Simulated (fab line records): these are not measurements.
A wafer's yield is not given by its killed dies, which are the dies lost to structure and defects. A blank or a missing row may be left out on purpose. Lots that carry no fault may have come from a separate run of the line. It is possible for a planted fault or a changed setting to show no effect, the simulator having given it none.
Split-lot experiment :: flow n5-finfet :: 39 wafers read from 7 lots, route of 1938 steps

THE SPLIT
At N5_BEOL_M9_ILD_DEP_00 (deposits SiCOH lowk from DEMS/porogen, target thk 308.51 nm, time 58 s), the setting time-s was moved away from the recipe's 58 s on 12 of the 39 wafers read, by -35.6% to +34.2%. For the rest of the wafers, this setting stayed at what the recipe calls for.

FROM THE SPLIT ON TO THE READING: in between, the file shows 1 step
- N5_BEOL_M9_CURE_71: cures SiCOH lowk, time 240 s

THE READING
M9_ILD_THK (nm), taken at N5_BEOL_M9_THK_MEAS_01. Typical for fault-free wafers on this fab line: 268 nm, with standard deviation 4 nm.

wafer: L076.1
tool, chamber at the split: pecvd-04, 1
time-s as run, s: 58
against the recipe: recipe
M9_ILD_THK, nm: 263
against lot-mates on the recipe: -

wafer: L076.3
tool, chamber at the split: pecvd-04, 0
time-s as run, s: 58
against the recipe: recipe
M9_ILD_THK, nm: 262
against lot-mates on the recipe: -

wafer: L076.4
tool, chamber at the split: pecvd-04, 2
time-s as run, s: 58
against the recipe: recipe
M9_ILD_THK, nm: 269
against lot-mates on the recipe: -

wafer: L081.1
tool, chamber at the split: pecvd-04, 2
time-s as run, s: 58
against the recipe: recipe
M9_ILD_THK, nm: 268
against lot-mates on the recipe: -

wafer: L081.2
tool, chamber at the split: pecvd-04, 0
time-s as run, s: 58
against the recipe: recipe
M9_ILD_THK, nm: 264
against lot-mates on the recipe: -

wafer: L081.3
tool, chamber at the split: pecvd-04, 0
time-s as run, s: 58
against the recipe: recipe
M9_ILD_THK, nm: 270
against lot-mates on the recipe: -

wafer: L081.4
tool, chamber at the split: pecvd-04, 2
time-s as run, s: 58
against the recipe: recipe
M9_ILD_THK, nm: 275
against lot-mates on the recipe: -

wafer: L081.5
tool, chamber at the split: pecvd-04, 0
time-s as run, s: 58
against the recipe: recipe
M9_ILD_THK, nm: 270
against lot-mates on the recipe: -

wafer: L081.6
tool, chamber at the split: pecvd-04, 2
time-s as run, s: 58
against the recipe: recipe
M9_ILD_THK, nm: 272
against lot-mates on the recipe: -

wafer: L084.1
tool, chamber at the split: pecvd-04, 2
time-s as run, s: 58
against the recipe: recipe
M9_ILD_THK, nm: 270
against lot-mates on the recipe: -

wafer: L084.2
tool, chamber at the split: pecvd-04, 0
time-s as run, s: 76.52
against the recipe: +31.9%
M9_ILD_THK, nm: 352
against lot-mates on the recipe: +84

wafer: L084.3
tool, chamber at the split: pecvd-04, 1
time-s as run, s: 58
against the recipe: recipe
M9_ILD_THK, nm: 264
against lot-mates on the recipe: -

wafer: L084.4
tool, chamber at the split: pecvd-04, 2
time-s as run, s: 76.52
against the recipe: +31.9%
M9_ILD_THK, nm: 359
against lot-mates on the recipe: +91

wafer: L084.5
tool, chamber at the split: pecvd-04, 0
time-s as run, s: 58
against the recipe: recipe
M9_ILD_THK, nm: 269
against lot-mates on the recipe: -

wafer: L084.6
tool, chamber at the split: pecvd-04, 1
time-s as run, s: 76.52
against the recipe: +31.9%
M9_ILD_THK, nm: 354
against lot-mates on the recipe: +86

wafer: L086.1
tool, chamber at the split: pecvd-04, 2
time-s as run, s: 58
against the recipe: recipe
M9_ILD_THK, nm: 265
against lot-mates on the recipe: -

wafer: L086.2
tool, chamber at the split: pecvd-04, 0
time-s as run, s: 37.35
against the recipe: -35.6%
M9_ILD_THK, nm: 170
against lot-mates on the recipe: -98

wafer: L086.3
tool, chamber at the split: pecvd-04, 1
time-s as run, s: 37.35
against the recipe: -35.6%
M9_ILD_THK, nm: 168
against lot-mates on the recipe: -100

wafer: L086.4
tool, chamber at the split: pecvd-04, 1
time-s as run, s: 58
against the recipe: recipe
M9_ILD_THK, nm: 268
against lot-mates on the recipe: -

wafer: L086.5
tool, chamber at the split: pecvd-04, 0
time-s as run, s: 37.35
against the recipe: -35.6%
M9_ILD_THK, nm: 171
against lot-mates on the recipe: -97

wafer: L086.6
tool, chamber at the split: pecvd-04, 2
time-s as run, s: 58
against the recipe: recipe
M9_ILD_THK, nm: 272
against lot-mates on the recipe: -

wafer: L087.1
tool, chamber at the split: pecvd-04, 2
time-s as run, s: 58
against the recipe: recipe
M9_ILD_THK, nm: 265
against lot-mates on the recipe: -

wafer: L087.2
tool, chamber at the split: pecvd-04, 0
time-s as run, s: 58
against the recipe: recipe
M9_ILD_THK, nm: 260
against lot-mates on the recipe: -

wafer: L087.3
tool, chamber at the split: pecvd-04, 1
time-s as run, s: 58
against the recipe: recipe
M9_ILD_THK, nm: 258
against lot-mates on the recipe: -

wafer: L087.4
tool, chamber at the split: pecvd-04, 1
time-s as run, s: 58
against the recipe: recipe
M9_ILD_THK, nm: 261
against lot-mates on the recipe: -

wafer: L087.5
tool, chamber at the split: pecvd-04, 0
time-s as run, s: 58
against the recipe: recipe
M9_ILD_THK, nm: 267
against lot-mates on the recipe: -

wafer: L087.6
tool, chamber at the split: pecvd-04, 2
time-s as run, s: 58
against the recipe: recipe
M9_ILD_THK, nm: 265
against lot-mates on the recipe: -

wafer: L090.1
tool, chamber at the split: pecvd-04, 0
time-s as run, s: 73.35
against the recipe: +26.5%
M9_ILD_THK, nm: 330
against lot-mates on the recipe: +68

wafer: L090.2
tool, chamber at the split: pecvd-04, 1
time-s as run, s: 58
against the recipe: recipe
M9_ILD_THK, nm: 259
against lot-mates on the recipe: -

wafer: L090.3
tool, chamber at the split: pecvd-04, 2
time-s as run, s: 73.35
against the recipe: +26.5%
M9_ILD_THK, nm: 333
against lot-mates on the recipe: +71

wafer: L090.4
tool, chamber at the split: pecvd-04, 2
time-s as run, s: 58
against the recipe: recipe
M9_ILD_THK, nm: 266
against lot-mates on the recipe: -

wafer: L090.5
tool, chamber at the split: pecvd-04, 0
time-s as run, s: 73.35
against the recipe: +26.5%
M9_ILD_THK, nm: 339
against lot-mates on the recipe: +77

wafer: L090.6
tool, chamber at the split: pecvd-04, 1
time-s as run, s: 58
against the recipe: recipe
M9_ILD_THK, nm: 261
against lot-mates on the recipe: -

wafer: L096.1
tool, chamber at the split: pecvd-04, 0
time-s as run, s: 58
against the recipe: recipe
M9_ILD_THK, nm: 262
against lot-mates on the recipe: -

wafer: L096.2
tool, chamber at the split: pecvd-04, 1
time-s as run, s: 77.83
against the recipe: +34.2%
M9_ILD_THK, nm: 353
against lot-mates on the recipe: +88

wafer: L096.3
tool, chamber at the split: pecvd-04, 2
time-s as run, s: 58
against the recipe: recipe
M9_ILD_THK, nm: 266
against lot-mates on the recipe: -

wafer: L096.4
tool, chamber at the split: pecvd-04, 0
time-s as run, s: 58
against the recipe: recipe
M9_ILD_THK, nm: 268
against lot-mates on the recipe: -

wafer: L096.5
tool, chamber at the split: pecvd-04, 1
time-s as run, s: 77.83
against the recipe: +34.2%
M9_ILD_THK, nm: 359
against lot-mates on the recipe: +94

wafer: L096.6
tool, chamber at the split: pecvd-04, 2
time-s as run, s: 77.83
against the recipe: +34.2%
M9_ILD_THK, nm: 366
against lot-mates on the recipe: +101

FIT RESULTS
A straight line over all 39 wafers: M9_ILD_THK changes by +2.71 nm for each +1% of time-s; r = +1.00; the points scatter about the line by 4.4 nm.
The same after taking each lot's own level away (the mean of its wafers on the recipe; 39 wafers): +2.75 nm for each +1%; r = +1.00; scatter 3.3 nm.
According to that fit, moving time-s by its largest amount changes the reading by 98 nm.
The lots' own levels span 262.0 to 269.8 nm, that is 2.0 times the standard deviation above.
The two slopes agree, so the slope changes little with the lot-to-lot level.
Check: for one of the wafers moved furthest among these (-35.6%), held out of the fit, the line's prediction against its lot-mates is -98 nm. Against them it came out at -98.3 nm.

FURTHER SPLITS ON THESE WAFERS
Other splits were also applied to these wafers ahead of the reading. Each is held against what the fit with the lots' levels taken away leaves over:
other split on the same wafers: N5_SDB_ETCH_25 time-s
wafers away from the commonest value: 15
r with M9_ILD_THK (lot level and that fit taken away): +0.25

other split on the same wafers: N5_MOL_CONTACT_COAG_VIA_ETCH_46 target-depth-a
wafers away from the commonest value: 9
r with M9_ILD_THK (lot level and that fit taken away): +0.22

other split on the same wafers: N5_BEOL_M2_VIA_ETCH_34 target-depth-a
wafers away from the commonest value: 12
r with M9_ILD_THK (lot level and that fit taken away): -0.11

other split on the same wafers: N5_BEOL_M3_PECVD_72 time-s
wafers away from the commonest value: 15
r with M9_ILD_THK (lot level and that fit taken away): +0.15

THE WHOLE CHAIN: every reading that the file lists as answering this split, in the file's order
step: N5_BEOL_M9_ILD_DEP_00
what it does: deposits SiCOH lowk from DEMS/porogen, target thk 308.51 nm, time 58 s
reading: SiCOH_lowk_of_BEOL_M9_ILD_DEP_00.thk-nm (the simulator's own value, which no gauge read)
change (the file's fit): +3.1 nm for each +1% of the setting
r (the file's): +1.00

step: N5_BEOL_M9_CURE_71
what it does: cures SiCOH lowk, time 240 s
reading: SiCOH_lowk_of_BEOL_M9_ILD_DEP_00.thk-nm (the simulator's own value, which no gauge read)
change (the file's fit): +2.75 nm for each +1% of the setting
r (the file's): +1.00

step: N5_BEOL_M9_THK_MEAS_01
what it does: 
reading: M9_ILD_THK
change (the file's fit): +2.75 for each +1% of the setting
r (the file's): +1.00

FILE'S OWN FIT
M9_ILD_THK changes by +2.75 nm for each +1% of time-s, r = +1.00.
